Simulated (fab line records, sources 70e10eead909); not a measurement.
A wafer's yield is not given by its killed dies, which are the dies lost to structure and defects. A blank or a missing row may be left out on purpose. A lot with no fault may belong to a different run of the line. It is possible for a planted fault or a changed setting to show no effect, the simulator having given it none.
fab line records | flow nand-harc
[record] lots = 7 wafers = 21 last-day = 32
route steps=1302 shown A_STAIRCASE@836 END@1302
lots untouched by any fault: they come from a run of this same line in which no faults occurred
start-h: start of the lot's first displayed wafer, in hours after the record's first day | wait-h: time in hours since the lot's previous step | " repeats the value in the row above | L1.1+2: a row that stands for several wafers | - no value, or no start was given | * or withheld: withheld | < > ~ a bound
route shown NAME@n: names a module that has steps shown in the file, with the first one's number in the route | usual: mean/standard deviation taken from wafers without a fault | same: alike in all rows | chamber/n: place in a boat | sites: per-site readings | _std_site: how widely they spread, as a standard deviation | _edge_site: mean of outer sites minus mean of inner sites | radius-mm: how far each site lies from the wafer's centre | mask NAME#n: copy n | behind: the tool/chamber that last shaped the wafer | hold: cause of the lot's hold/its duration in hours/its outcome | device: which transistor (n, p or np) failed to switch | end of line: tests run on the same wafers once the route is complete | step lacking rows: just its recipe | killed: not the wafer's yield, but the dies lost to structure and defects at the first sort | map: the dies of a wafer, with x for killed, . for not killed, _ for no die there
set.NAME: setting as actually run; set.NAME@STEP: the setting as run at that earlier step | model.NAME: the simulator's own value behind a step, which no gauge read
lots seen at some steps along the route; tables by step, rows by wafer
services: when a tool's chamber went out of use (start-h, in hours from the record's first day, below 0 if earlier), for how many hours, and the reason
[[steps]]
[step NHARC_A_STAIRCASE_STRIP_316]
[recipe] o2-flow-sccm = 500 ar-flow-sccm = 0 bias-w = 0 chemistry = O2
[usual] drypump-motor-current-A = 5.63/0.29 oes-product-au = 1.002/0.0071 rf-vpp-V = 57.7/0.95 showerhead-plenum-p-Torr = 3.52/0.16 throttle-valve-pct = 17.037/0.0089
// columns lot.wafer tool chamber start-h wait-h drypump-motor-current-A oes-product-au rf-hours-counter-h rf-vpp-V showerhead-plenum-p-Torr throttle-valve-pct
L955.2 rie-diel-11 3 - - 5.72 0.994 57 57.3 3.65 17.038
L955.4 " 0 " " 5.35 1.002 47 59.4 3.31 17.039
L955.6 " 2 " " 5.80 0.993 - 57.4 3.27 17.031
L957.2 rie-diel-02 3 - - 5.23 0.989 17 57.6 3.59 17.042
L957.3 " 1 " " 5.76 0.995 22 58.2 3.74 17.037
L957.5 " 0 " " 5.61 1.003 - 58.0 3.30 17.030
L964.1 rie-diel-02 2 531.31 0.6 6.03 1.001 47 57.9 3.40 17.022
L964.3 " 1 " " 5.82 1.004 - 59.5 3.73 17.044
L964.5 " 1 " " 5.80 0.994 - 58.8 3.73 17.048
L966.4 rie-diel-11 0 - - 5.31 0.998 42 57.8 3.29 17.045
L966.2 " 1 " " 5.78 1.015 35 57.5 3.39 17.037
L966.5 " 0 " " 5.35 1.004 - 58.8 3.29 17.017
L967.1 rie-diel-02 2 - - 6.02 1.007 53 56.9 3.40 17.031
L967.6 " 2 " " 6.03 0.999 - 55.8 3.40 17.050
L967.5 " 3 " " 5.22 0.999 - 58.6 3.58 17.043
L969.4 rie-diel-04 3 - - 4.98 1.012 9 58.7 3.44 17.018
L969.2 " 2 " " 5.98 1.006 10 59.2 3.57 17.045
L969.6 " 3 " " 4.98 1.000 - 58.3 3.44 17.028
L968.2 rie-diel-04 1 - - 5.73 1.008 11 56.6 3.59 17.043
L968.1 " 2 " " 5.96 1.001 10 56.6 3.57 17.051
L968.5 " 3 " " 4.99 0.999 - 56.8 3.44 17.047
[step NHARC_A_STAIRCASE_STRIP_317]
[recipe] time-s = 900 temp-c = 130 chemistry = SPM
[step NHARC_A_STAIRCASE_PRECLEAN_318]
[recipe] time-s = * temp-c = 50 bath-age-min = 0 chemistry = SC1
[step NHARC_A_STAIRCASE_SRD_329]
[step NHARC_A_STAIRCASE_ALD_415]
[recipe] target-thk-a = 300 pulse-time-s = 6 ald-cycles = 300 temp-c = 300 material = SiO2
[usual] heater-power-outer-w = 273/39 heater-power-w = 475/53 precursor-pulse-height-rel = 0.998/0.021
[same] ald-cycles = 300
// columns lot.wafer tool chamber start-h wait-h heater-power-outer-w heater-power-w precursor-pulse-height-rel since-wet-clean-h
L955.2 ald-hk-01 2 429.76 0.3 249 441 0.967 124
L955.4 " 3 " " 236 428 0.962 124
L955.6 " 1 " " 240 416 0.970 -
L957.3 ald-hk-03 1 457.41 0.5 225 415 0.991 58
L957.2 " 2 " " 269 471 1.000 58
L957.5 " 0 " " 290 521 0.993 -
L964.3 ald-hk-03 0 532.53 0.3 291 546 0.988 133
L964.1 " 1 " " 227 412 0.969 133
L964.5 " 3 " " 325 547 0.984 -
L966.2 ald-hk-03 0 546.29 0.3 287 526 0.991 147
L966.4 " 2 " " 261 464 0.995 147
L966.5 " 3 " " 321 546 0.982 -
L967.1 ald-hk-01 2 551.45 0.8 265 471 1.021 68
L967.5 " 3 " " 236 433 0.978 -
L967.6 " 0 " " 320 508 0.970 -
L969.4 ald-hk-02 0 574.68 1.0 313 478 0.979 34
L969.2 " 1 " " 324 572 1.016 35
L969.6 " 2 " " 259 456 1.024 -
L968.2 ald-hk-01 2 574.98 0.3 262 472 0.993 91
L968.1 " 0 " " 320 501 1.015 92
L968.5 " 2 " " 267 451 1.009 -
[step NHARC_A_STAIRCASE_ETCHBACK_416]
[recipe] target-depth-a = 360 time-s = 7.2 c4f8-flow-sccm = withheld o2-flow-sccm = 8 ar-flow-sccm = withheld rf-w = 600 bias-w = 800 chemistry = C4F8/O2/Ar
[usual] oes-product-au = 0.941/0.029 rf-vpp-V = 723/4.7
// columns lot.wafer tool chamber start-h wait-h oes-product-au rf-hours-counter-h rf-vpp-V
L955.4 rie-diel-11 3 - - 0.935 57 727
L955.2 " 0 " " 0.935 47 716
L955.6 " 0 " " 0.939 - 717
L957.3 rie-diel-02 1 - - 0.923 23 728
L957.2 " 2 " " 0.920 24 719
L957.5 " 3 " " 0.911 - 725
L964.1 rie-diel-02 2 - - 0.927 48 720
L964.3 " 0 " " 0.942 38 716
L964.5 " 2 " " 0.927 - 720
L966.2 rie-diel-11 2 - - 0.935 31 731
L966.4 " 1 " " 0.935 35 719
L966.5 " 2 " " 0.923 - 730
L967.1 rie-diel-02 1 - - 0.929 51 729
L967.5 " 1 " " 0.917 - 729
L967.6 " 2 " " 0.926 - 719
L968.1 rie-diel-04 3 - - 0.926 10 720
L968.2 " 0 " " 0.934 11 725
L968.5 " 2 " " 0.931 - 724
L969.2 rie-diel-11 2 577.23 1.6 0.931 39 731
L969.4 " 0 " " 0.937 53 715
L969.6 " 1 " " 0.927 - 719
[step NHARC_A_STAIRCASE_STRIP_476]
[recipe] time-s = 20 o2-flow-sccm = 500 ar-flow-sccm = 0 bias-w = 0 chemistry = O2
[usual] drypump-motor-current-A = 5.64/0.29 oes-product-au = 1.002/0.0077 rf-vpp-V = 57.7/0.88 showerhead-plenum-p-Torr = 3.53/0.16 throttle-valve-pct = 17.036/0.008
// columns lot.wafer tool chamber start-h wait-h drypump-motor-current-A oes-product-au rf-hours-counter-h rf-vpp-V showerhead-plenum-p-Torr throttle-valve-pct
L955.2 rie-diel-11 1 431.73 0.1 5.74 1.013 49 58.1 3.41 17.041
L955.4 " 3 " " 5.71 1.012 57 58.7 3.65 17.038
L955.6 " 1 " " 5.75 1.013 - 57.6 3.41 17.041
L957.2 rie-diel-02 0 459.10 0.1 5.64 0.999 18 57.6 3.30 17.024
L957.3 " 2 " " 6.04 0.998 24 56.9 3.41 17.032
L957.5 " 0 " " 5.62 0.996 - 57.5 3.30 17.041
L964.1 rie-diel-02 1 534.47 0.1 5.77 0.989 44 58.3 3.72 17.040
L964.3 " 0 " " 5.63 1.007 38 58.3 3.29 17.039
L964.5 " 2 " " 6.04 0.994 - 56.0 3.40 17.026
L966.2 rie-diel-11 2 548.23 0.1 5.81 0.994 31 59.1 3.79 17.046
L966.4 " 3 " " 5.72 1.009 37 58.2 3.63 17.033
L966.5 " 2 " " 5.81 1.002 - 57.7 3.79 17.042
L967.1 rie-diel-02 1 552.94 0.1 5.79 1.007 51 58.5 3.72 17.022
L967.5 " 0 " " 5.63 1.007 - 56.5 3.29 17.033
L967.6 " 1 " " 5.79 0.995 - 57.4 3.72 17.045
L968.1 rie-diel-04 1 577.00 0.1 5.69 1.000 12 58.5 3.59 17.033
L968.2 " 2 " " 5.98 1.009 11 57.7 3.57 17.034
L968.5 " 3 " " 5.00 1.019 - 57.2 3.44 17.032
L969.4 rie-diel-11 3 577.31 0.1 5.72 0.998 46 59.2 3.63 17.036
L969.2 " 1 " " 5.76 1.005 46 57.8 3.38 17.046
L969.6 " 2 " " 5.80 1.008 - 58.8 3.79 17.039
[step NHARC_A_STAIRCASE_DEP_417]
[recipe] target-thk-a = 600 step-coverage-pct = 20 temp-c = 400 target-thk-nm = 60 flow-sccm = 200 rf-w = 450 material = Si3N4
[usual] heater-power-w = 710/81
// columns lot.wafer tool chamber start-h wait-h heater-power-w since-wet-clean-h
L955.2 pecvd-02 0 431.82 - 630 11
L955.4 " 1 " " 717 -
L955.6 " 2 " " 824 -
L957.2 pecvd-02 1 459.19 - 624 38
L957.3 " 2 " " 843 38
L957.5 " 2 " " 836 -
L964.3 pecvd-01 2 534.57 - 801 29
L964.1 " 0 " " 664 29
L964.5 " 1 " " 773 -
L966.2 pecvd-01 1 548.41 - 703 43
L966.5 " 0 " " 623 -
L966.4 " 1 " " 725 -
L967.1 pecvd-02 1 553.08 - 736 132
L967.6 " 0 " " 616 -
L967.5 " 1 " " 740 -
L968.2 pecvd-04 0 577.10 - 709 113
L968.1 " 2 " " 580 113
L968.5 " 1 " " 725 -
L969.2 pecvd-02 0 577.45 - 598 156
L969.6 " 2 " " 768 -
L969.4 " 1 " " 689 -
[step NHARC_A_STAIRCASE_WET_418]
[recipe] temp-c = 160 target-depth-a = 200 chemistry = H3PO4
[step NHARC_A_STAIRCASE_PRECLEAN_419]
[recipe] time-s = * temp-c = 50 bath-age-min = 0 chemistry = SC1
[step NHARC_A_STAIRCASE_SRD_421]
[step NHARC_A_STAIRCASE_ALD_420]
[recipe] target-thk-a = 200 pulse-time-s = 6 ald-cycles = 200 temp-c = 300 material = SiO2
[usual] ald-cycles = 200/0 heater-power-outer-w = 272/38 heater-power-w = 473/54 precursor-pulse-height-rel = 1.001/0.02
// columns lot.wafer tool chamber start-h wait-h ald-cycles heater-power-outer-w heater-power-w precursor-pulse-height-rel since-wet-clean-h
L955.4 ald-hk-01 2 434.71 - 200 250 442 1.012 129
L955.2 " 0 " " 200 343 543 1.007 129
L955.6 " 1 " " 200 240 408 0.995 -
L957.3 ald-hk-03 3 462.06 - 200 328 553 1.002 62
L957.2 " 0 " " 200 281 524 0.976 63
L957.5 " 2 " " 200 252 465 1.026 -
L964.1 ald-hk-01 0 536.63 - 200 328 509 0.981 53
L964.3 " 1 " " 200 225 401 0.980 53
L964.5 " 2 " " 200 269 486 0.994 -
L966.4 ald-hk-03 3 551.04 - - - - - -
L966.2 " 1 " " - - - - -
L966.5 " 3 " " - - - - -
L967.1 ald-hk-01 3 556.05 - - - - - -
L967.6 " 1 " " - - - - -
L967.5 " 2 " " - - - - -
L968.2 ald-hk-02 3 579.82 - - - - - -
L968.1 " 0 " " - - - - -
L968.5 " 0 " " - - - - -
L969.2 ald-hk-01 3 579.99 - 200 240 430 1.032 96
L969.4 " 1 " " 200 225 401 1.004 97
L969.6 " 3 " " 200 237 431 0.990 -
[step NHARC_A_STAIRCASE_CVD_552]
[recipe] target-thk-a = 400 temp-c = 700 pressure-mtorr = 300 material = SiNx
[step NHARC_END_SORT_01]
[recipe] temp-c = 25
[usual] killed-at-array = 62/16 killed-at-other = 0.8/1.1 killed-at-periphery = 4/3.2 killed-dies = 67/16 killed-open = 3.5/1.9 killed-short = 2.1/1.5
[same] gross-dies = 677
// columns lot.wafer tool chamber start-h wait-h killed-at-array killed-at-other killed-at-periphery killed-dies killed-open killed-short
L964.1 prober-01 0 698.04 2.5 62 2 1 65 2 1
L964.3 prober-01 0 699.64 3.1 54 3 2 59 6 2
L964.5 prober-01 0 701.23 3.7 58 0 4 62 4 0
L967.1 prober-02 0 716.95 2.5 673 0 4 677 5 1
L967.5 prober-02 0 720.19 3.7 674 0 3 677 3 3
L967.6 prober-02 0 721.00 4.1 673 0 4 677 3 4
L966.2 prober-01 0 733.04 2.8 669 0 8 677 4 0
L966.4 prober-01 0 734.65 3.4 669 3 5 677 4 0
L966.5 prober-01 0 735.45 3.7 669 4 4 677 1 0
L968.1 prober-01 0 756.21 2.5 673 1 3 677 5 2
L968.2 prober-01 0 757.01 2.8 671 0 6 677 8 1
L968.5 prober-01 0 759.41 3.7 675 0 2 677 2 2
// killed by level:class
L964.1 A_SLIT:chamber-film-flake=26 A_CHANNEL_HOLE_D2:chamber-film-flake=15 A_CONTACT:chamber-film-flake=8 A_STAIRCASE:chamber-film-flake=4 A_CHANNEL_HOLE_D1:chamber-film-flake=3 THIN_TSV:chamber-film-flake=2 A_ONON_D2:geometric-particle:short=1 A_CHANNEL_FILL_D2:geometric-particle:open=1
L964.3 A_SLIT:chamber-film-flake=27 A_CHANNEL_HOLE_D2:chamber-film-flake=11 A_CONTACT:chamber-film-flake=6 A_CHANNEL_HOLE_D1:chamber-film-flake=3 THIN_TSV:chamber-film-flake=3 P_M1:geometric-particle:open=1 A_ONON_D1:geometric-particle:open=1 A_DECK1_JOINT:geometric-particle:short=1
L964.5 A_CHANNEL_HOLE_D2:chamber-film-flake=21 A_SLIT:chamber-film-flake=20 A_CHANNEL_HOLE_D1:chamber-film-flake=5 A_CONTACT:chamber-film-flake=4 A_ONON_D2:geometric-particle:open=2 A_STAIRCASE:chamber-film-flake=2 A_WL_FILL:chamber-film-flake=2 P_M0:geometric-particle:open=1
L967.1 A_STAIRCASE:area-ald=598 A_SLIT:chamber-film-flake=24 A_CHANNEL_HOLE_D2:chamber-film-flake=22 A_CHANNEL_HOLE_D1:chamber-film-flake=10 A_CONTACT:chamber-film-flake=6 A_STAIRCASE:chamber-film-flake=4 P_STI:chamber-film-flake=2 A_WL_FILL:chamber-film-flake=2
L967.5 A_STAIRCASE:area-ald=605 A_SLIT:chamber-film-flake=31 A_CHANNEL_HOLE_D2:chamber-film-flake=22 A_CHANNEL_HOLE_D1:chamber-film-flake=7 A_WL_FILL:chamber-film-flake=3 A_CONTACT:chamber-film-flake=2 P_GATE:geometric-particle:open=1 P_M0:geometric-particle:short=1
L967.6 A_STAIRCASE:area-ald=594 A_SLIT:chamber-film-flake=35 A_CHANNEL_HOLE_D2:chamber-film-flake=25 A_CHANNEL_HOLE_D1:chamber-film-flake=8 A_CONTACT:chamber-film-flake=4 A_STAIRCASE:chamber-film-flake=2 P_GATE:geometric-particle:open=1 P_CONTACT:geometric-particle:open=1
L966.2 A_STAIRCASE:area-ald=580 A_CHANNEL_HOLE_D1:chamber-film-flake=41 A_SLIT:chamber-film-flake=34 P_CONTACT:chamber-film-flake=5 A_BLC:chamber-film-flake=5 P_GATE:chamber-film-flake=2 A_DECK1_JOINT:chamber-film-flake=2 P_GATE:geometric-particle:open=1
L966.4 A_STAIRCASE:area-ald=594 A_SLIT:chamber-film-flake=38 A_CHANNEL_HOLE_D1:chamber-film-flake=30 P_CONTACT:chamber-film-flake=4 A_DECK1_JOINT:geometric-particle:open=2 A_CONTACT:chamber-film-flake=2 THIN_TSV:chamber-film-flake=2 P_CONTACT:geometric-particle:open=1
L966.5 A_STAIRCASE:area-ald=607 A_SLIT:chamber-film-flake=32 A_CHANNEL_HOLE_D1:chamber-film-flake=22 THIN_TSV:chamber-film-flake=4 A_BLC:chamber-film-flake=3 P_CONTACT:chamber-film-flake=2 A_WL_FILL:chamber-film-flake=2 P_CONTACT:geometric-particle:open=1
L968.1 A_STAIRCASE:area-ald=626 A_CHANNEL_HOLE_D2:chamber-film-flake=17 A_CHANNEL_HOLE_D1:chamber-film-flake=11 A_SLIT:chamber-film-flake=8 A_CONTACT:chamber-film-flake=5 A_STAIRCASE:chamber-film-flake=2 P_M1:geometric-particle:open=1 P_M2:geometric-particle:open=1
L968.2 A_STAIRCASE:area-ald=609 A_CHANNEL_HOLE_D2:chamber-film-flake=28 A_CHANNEL_HOLE_D1:chamber-film-flake=10 A_SLIT:chamber-film-flake=7 A_CONTACT:chamber-film-flake=5 A_M0:geometric-particle:open=2 P_CONTACT:chamber-film-flake=2 A_DECK1_JOINT:chamber-film-flake=2
L968.5 A_STAIRCASE:area-ald=620 A_CHANNEL_HOLE_D2:chamber-film-flake=29 A_CHANNEL_HOLE_D1:chamber-film-flake=12 A_CONTACT:chamber-film-flake=5 A_SLIT:chamber-film-flake=4 A_M0:geometric-particle:open=2 A_STAIRCASE:chamber-film-flake=2 P_CONTACT:geometric-particle:short=1
// map L966.2 (x killed, . not)
____________x____________
_________xxxxxxx_________
_______xxxxxxxxxxx_______
______xxxxxxxxxxxxx______
_____xxxxxxxxxxxxxxx_____
____xxxxxxxxxxxxxxxxx____
____xxxxxxxxxxxxxxxxx____
___xxxxxxxxxxxxxxxxxxx___
___xxxxxxxxxxxxxxxxxxx___
__xxxxxxxxxxxxxxxxxxxxx__
__xxxxxxxxxxxxxxxxxxxxx__
_xxxxxxxxxxxxxxxxxxxxxxx_
_xxxxxxxxxxxxxxxxxxxxxxx_
_xxxxxxxxxxxxxxxxxxxxxxx_
_xxxxxxxxxxxxxxxxxxxxxxx_
_xxxxxxxxxxxxxxxxxxxxxxx_
xxxxxxxxxxxxxxxxxxxxxxxxx
xxxxxxxxxxxxxxxxxxxxxxxxx
xxxxxxxxxxxxxxxxxxxxxxxxx
xxxxxxxxxxxxxxxxxxxxxxxxx
xxxxxxxxxxxxxxxxxxxxxxxxx
_xxxxxxxxxxxxxxxxxxxxxxx_
_xxxxxxxxxxxxxxxxxxxxxxx_
_xxxxxxxxxxxxxxxxxxxxxxx_
_xxxxxxxxxxxxxxxxxxxxxxx_
_xxxxxxxxxxxxxxxxxxxxxxx_
__xxxxxxxxxxxxxxxxxxxxx__
__xxxxxxxxxxxxxxxxxxxxx__
___xxxxxxxxxxxxxxxxxxx___
___xxxxxxxxxxxxxxxxxxx___
____xxxxxxxxxxxxxxxxx____
____xxxxxxxxxxxxxxxxx____
_____xxxxxxxxxxxxxxx_____
______xxxxxxxxxxxxx______
_______xxxxxxxxxxx_______
_________xxxxxxx_________
____________x____________
// map L967.1 (x killed, . not)
____________x____________
_________xxxxxxx_________
_______xxxxxxxxxxx_______
______xxxxxxxxxxxxx______
_____xxxxxxxxxxxxxxx_____
____xxxxxxxxxxxxxxxxx____
____xxxxxxxxxxxxxxxxx____
___xxxxxxxxxxxxxxxxxxx___
___xxxxxxxxxxxxxxxxxxx___
__xxxxxxxxxxxxxxxxxxxxx__
__xxxxxxxxxxxxxxxxxxxxx__
_xxxxxxxxxxxxxxxxxxxxxxx_
_xxxxxxxxxxxxxxxxxxxxxxx_
_xxxxxxxxxxxxxxxxxxxxxxx_
_xxxxxxxxxxxxxxxxxxxxxxx_
_xxxxxxxxxxxxxxxxxxxxxxx_
xxxxxxxxxxxxxxxxxxxxxxxxx
xxxxxxxxxxxxxxxxxxxxxxxxx
xxxxxxxxxxxxxxxxxxxxxxxxx
xxxxxxxxxxxxxxxxxxxxxxxxx
xxxxxxxxxxxxxxxxxxxxxxxxx
_xxxxxxxxxxxxxxxxxxxxxxx_
_xxxxxxxxxxxxxxxxxxxxxxx_
_xxxxxxxxxxxxxxxxxxxxxxx_
_xxxxxxxxxxxxxxxxxxxxxxx_
_xxxxxxxxxxxxxxxxxxxxxxx_
__xxxxxxxxxxxxxxxxxxxxx__
__xxxxxxxxxxxxxxxxxxxxx__
___xxxxxxxxxxxxxxxxxxx___
___xxxxxxxxxxxxxxxxxxx___
____xxxxxxxxxxxxxxxxx____
____xxxxxxxxxxxxxxxxx____
_____xxxxxxxxxxxxxxx_____
______xxxxxxxxxxxxx______
_______xxxxxxxxxxx_______
_________xxxxxxx_________
____________x____________
[[services]]
// columns tool chamber start-h hours kind
pecvd-02 - 408.04 13.0 pm
rie-diel-02 0 427.35 - clean
rie-diel-02 1 427.35 - clean
rie-diel-02 2 427.35 - clean
rie-diel-02 3 427.35 - clean
pecvd-01 - 434.87 0.8 repair
rie-diel-11 - 435.05 9.0 pm
pecvd-04 - 451.47 13.0 pm
rie-diel-02 0 452.51 - clean
rie-diel-02 1 452.51 - clean
rie-diel-11 3 472.03 2.5 repair
ald-hk-01 - 474.00 10.0 pm
rie-diel-11 2 475.80 1.7 repair
rie-diel-11 1 479.93 1.9 repair
pecvd-01 - 492.83 13.0 pm
rie-diel-11 2 499.34 4.3 repair
pecvd-02 2 503.27 3.4 repair
rie-diel-02 0 528.43 4.4 repair
ald-hk-02 - 530.91 10.0 pm
rie-diel-04 - 531.90 9.0 pm
ald-hk-02 - 543.43 0.6 repair
rie-diel-02 0 548.83 3.4 repair
pecvd-02 0 555.87 21.5 repair
rie-diel-02 - 573.09 9.0 pm
[[key]]
[first-sign] step = NHARC_A_STAIRCASE_ALD_420 reading = tool-record direction = missing
[effect] step = NHARC_END_SORT_01 reading = killed-at-array direction = up sigmas = 37 usual = 62 struck = 672
[more-kills-born-at] NHARC_A_STAIRCASE_ALD_420@ald-hk-02 = 1855 NHARC_A_STAIRCASE_ALD_420@ald-hk-01 = 1797 NHARC_A_STAIRCASE_ALD_420@ald-hk-03 = 1781
met-at NHARC_A_STAIRCASE_ALD_420
struck-wafers L966.2,L966.4,L966.5,L967.1,L967.5,L967.6,L968.1,L968.2,L968.5
later-rows-left-out L966.2,L966.4,L966.5,L967.1,L967.5,L967.6,L968.1,L968.2,L968.5
tester-left-out L966,L967,L968
onset-between 536.63 551.04
[fault] kind = skipped-step-whole tool = ald-hk-01,ald-hk-02,ald-hk-03 chamber = - onset-h = 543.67 steps = NHARC_A_STAIRCASE_ALD_420 scope = struck-lots-only
// tester-left-out: of these lots the tester's yield and bins aren't shown, on N5 and GAA mostly nor the transistor test; their killed dies are dies lost to structure and defects alone, not to doping, threshold or leakage, so they don't give the yield
// later-rows-left-out: the simulator's readings of these wafers behind a module that went badly wrong aren't trusted and aren't shown, but for the sort
